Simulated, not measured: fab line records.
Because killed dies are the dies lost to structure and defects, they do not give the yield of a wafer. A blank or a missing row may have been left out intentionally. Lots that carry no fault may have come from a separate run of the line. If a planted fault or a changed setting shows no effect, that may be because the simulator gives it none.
Chamber matching + flow n5_finfet + N5_BEOL_M3_ILD_DEP_00 on pecvd-03 has 3 sister chambers
The step deposits SiOC from DEMS/O2, target thk 79 nm, time 15.3 s. 33 wafers are shown with their chamber, then 12 later ones without.

## WAFERS, EACH WITH ITS CHAMBER
| wafer  | chamber | throttle_valve_pct (%) | heater_power_outer_w (W) | showerhead_plenum_p_Torr (Torr) |
|--------|---------|------------------------|--------------------------|---------------------------------|
| L074.2 | 0       | 12.4                   | 267                      | 5.683                           |
| L074.3 | 1       | 12.9                   | 200                      | 5.701                           |
| L074.6 | 0       | 12.1                   | 264                      | 5.685                           |
| L076.1 | 0       | 12.1                   | 240                      | 5.693                           |
| L076.2 | 1       | 12.7                   | 181                      | 5.690                           |
| L076.3 | 2       | 10.6                   | 257                      | 5.721                           |
| L076.4 | 2       | 10.7                   | 264                      | 5.707                           |
| L076.5 | 0       | 12.2                   | 241                      | 5.688                           |
| L076.6 | 1       | 13.0                   | 190                      | 5.709                           |
| L080.1 | 0       | 12.1                   | 274                      | 5.681                           |
| L080.2 | 0       | 12.2                   | 269                      | 5.688                           |
| L080.6 | 0       | 12.3                   | 275                      | 5.693                           |
| L080.3 | 0       | 12.3                   | 276                      | 5.703                           |
| L080.4 | 0       | 12.3                   | 275                      | 5.690                           |
| L080.5 | 0       | 12.0                   | 277                      | 5.695                           |
| L081.1 | 0       | 12.1                   | 237                      | 5.690                           |
| L081.2 | 2       | 10.4                   | 262                      | 5.705                           |
| L081.3 | 2       | 10.7                   | 263                      | 5.713                           |
| L081.4 | 0       | 12.0                   | 238                      | 5.704                           |
| L081.5 | 2       | 10.5                   | 262                      | 5.710                           |
| L081.6 | 0       | 12.0                   | 243                      | 5.686                           |
| L084.4 | 1       | 12.9                   | 223                      | 5.692                           |
| L084.5 | 2       | 10.9                   | 225                      | 5.713                           |
| L084.6 | 0       | 12.2                   | 215                      | 5.673                           |
| L087.3 | 2       | 10.7                   | 306                      | 5.713                           |
| L087.5 | 1       | 12.7                   | 236                      | 5.700                           |
| L087.6 | 2       | 10.8                   | 308                      | 5.700                           |
| L089.1 | 2       | 10.5                   | 282                      | 5.699                           |
| L089.2 | 1       | 12.7                   | 233                      | 5.711                           |
| L089.3 | 0       | 12.2                   | 261                      | 5.688                           |
| L089.4 | 1       | 12.9                   | 242                      | 5.698                           |
| L089.5 | 0       | 12.4                   | 260                      | 5.701                           |
| L089.6 | 2       | 10.9                   | 280                      | 5.714                           |

SIGNATURES, as means of the wafers listed above
| reading                  | chamber 0 | chamber 1 | chamber 2 | scatter within a chamber |
|--------------------------|-----------|-----------|-----------|--------------------------|
| throttle_valve_pct       | 12.181    | 12.829    | 10.670    | 0.144                    |
| heater_power_outer_w     | 257.00    | 215.00    | 270.90    | 21.8                     |
| showerhead_plenum_p_Torr | 5.69006   | 5.70014   | 5.70950   | 0.00772                  |
Rule: for each reading, subtract the chamber's mean from the wafer's reading, divide by that reading's scatter and square the result; add these up over the readings and take the root, which gives the wafer's distance from the chamber. If the next closest chamber is less than 2 further off than the closest, the wafer can't be placed; otherwise it belongs to the closest. The scatter: the root of (the sum of the squares of (reading less its chamber's mean) over the shown wafers, divided by (wafers less chambers)).

## WAFERS MISSING THEIR CHAMBER
| wafer  | throttle_valve_pct (%) | heater_power_outer_w (W) | showerhead_plenum_p_Torr (Torr) |
|--------|------------------------|--------------------------|---------------------------------|
| L090.1 | 12.8                   | 261                      | 5.690                           |
| L090.3 | 10.8                   | 279                      | 5.692                           |
| L090.4 | 12.6                   | 256                      | 5.707                           |
| L091.2 | 12.1                   | 245                      | 5.689                           |
| L091.3 | 10.6                   | 297                      | 5.706                           |
| L091.6 | 10.5                   | 298                      | 5.702                           |
| L092.3 | 12.2                   | 273                      | 5.701                           |
| L092.5 | 12.7                   | 252                      | 5.707                           |
| L092.6 | 12.2                   | 268                      | 5.688                           |
| L096.2 | 10.6                   | 239                      | 5.699                           |
| L096.3 | 13.1                   | 208                      | 5.708                           |
| L096.5 | 10.9                   | 240                      | 5.711                           |

## WHICH CHAMBER EACH WENT THROUGH
| wafer  | from the rows above     | in truth |
|--------|-------------------------|----------|
| L090.1 | can't be placed: 1 or 0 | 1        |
| L090.3 | 2                       | 2        |
| L090.4 | can't be placed: 1 or 0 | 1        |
| L091.2 | 0                       | 0        |
| L091.3 | 2                       | 2        |
| L091.6 | 2                       | 2        |
| L092.3 | 0                       | 0        |
| L092.5 | 1                       | 1        |
| L092.6 | 0                       | 0        |
| L096.2 | 2                       | 2        |
| L096.3 | 1                       | 1        |
| L096.5 | 2                       | 2        |
Correct placement for 10 of the 12. Unplaceable from these rows: 2, with the true chamber sitting among the candidates in 2. Wrongly placed: 0.
